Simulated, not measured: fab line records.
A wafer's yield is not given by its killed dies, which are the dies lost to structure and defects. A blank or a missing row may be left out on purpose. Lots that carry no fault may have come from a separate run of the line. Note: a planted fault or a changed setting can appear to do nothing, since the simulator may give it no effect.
Problem report in the 8D (eight disciplines) form, filled by code -- flow n5_finfet -- the parts of the form that need people (team, actions taken, sign-off) are left out

## 1. THE ISSUE
killed_at_M0_to_M3 at N5_PASSIVATION_PROBE_49 reads a mean of 1110 on 3 wafers of 3 lots; wafers without a fault read 34 with a standard deviation of 11. Measured from the usual mean, that is +98 standard deviations.
Seen first at day 16 06:56 on prober-02, wafer L116.6. The record has a number at this step for 7 wafers belonging to 3 lots. Rule for "out" (also "out of limits"): further than 4 standard deviations from the usual mean. All remaining wafers that have a number are taken as sound.

## 2. WHAT IT IS AND WHAT IT IS NOT
question,is,is not
which readings at this step,"killed_at_M0_to_M3, defect_limited_yield, killed_dies, killed_on_rim, sort_n_pass, sort_yield_pct","killed_at_M4_up, killed_at_contacts, killed_at_front_end, killed_at_other, killed_open, killed_short, sort_bin_5_function, sort_bin_6_memory, sort_bin_8_speed"
which lots,"L116, L120, L123",-
which wafers of those lots,"L116.6, L120.6, L123.3","L116.5, L120.5, L123.1, L123.4"
read on which tools,"prober-01, prober-02",-
when,from day 16 06:56,"up to then (1 sound wafer); but 3 sound wafers of L120, L123 came after"

## 3. SUSPECTS, AND WHAT RULES EACH OUT
Counting: a tool at a process step up to the reading stays a suspect if it ran every lot that is out. Sound lots after the first of them don't rule it out here, since some wafers of a struck lot are sound.
- pecvd-04 at N5_BEOL_M0_SAQP_PECVD_97 (deposits SiNx from SiH4/NH3/N2, target thk 23 nm, time 19.9 s): kept. It ran every lot that is out, first L116 (day 9 20:43).
Remaining after the count: pecvd-04 at N5_BEOL_M0_SAQP_PECVD_97.

## 4. THE CAUSE (what the simulator had put in)
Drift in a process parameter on pecvd-04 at N5_BEOL_M0_SAQP_PECVD_97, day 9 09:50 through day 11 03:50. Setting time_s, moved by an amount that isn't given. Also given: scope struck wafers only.
This tool alone remained once counting was done.

## 5. THE CHAIN OF EFFECTS, in route order
Rows list readings where the struck wafers' mean (over those with a number) sits beyond 3 standard deviations from the usual. Readings are gone through only where the record gives a usual standard deviation; hours: the median, over the lots, of the time from a lot's start at the first step in this table giving one to that lot's start at this step; sigmas: the change measured in usual standard deviations.
hours,step,reading,usual,on struck wafers,change,sigmas
0,N5_PASSIVATION_PROBE_49,defect_limited_yield,91.2 %,0.0,-91.2,-57
0,N5_PASSIVATION_PROBE_49,killed_at_M0_to_M3,34,1110,+1076,+98
0,N5_PASSIVATION_PROBE_49,killed_dies,104,1180,+1076,+57
0,N5_PASSIVATION_PROBE_49,killed_on_rim,14,152,+138,+34
0,N5_PASSIVATION_PROBE_49,sort_n_pass,1076,0,-1076,-57
0,N5_PASSIVATION_PROBE_49,sort_yield_pct,91.2 %,0.0,-91.2,-57
Process steps it contains:
- N5_PASSIVATION_PROBE_49

## 6. HOW IT WOULD HAVE BEEN CAUGHT EARLIER
The fault began at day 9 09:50; the first out-of-limits reading in this record came at day 16 06:56, 165 hours later.
Tool readings at N5_BEOL_M0_SAQP_PECVD_97 with a usual standard deviation given in the record: none out on any struck wafer, hence no alarm at a limit of 4 standard deviations on them.
All the lots that are out (3) had begun N5_BEOL_M0_SAQP_PECVD_97 on pecvd-04 by day 16 06:56. Holding the tool at that point would not have protected any of them.
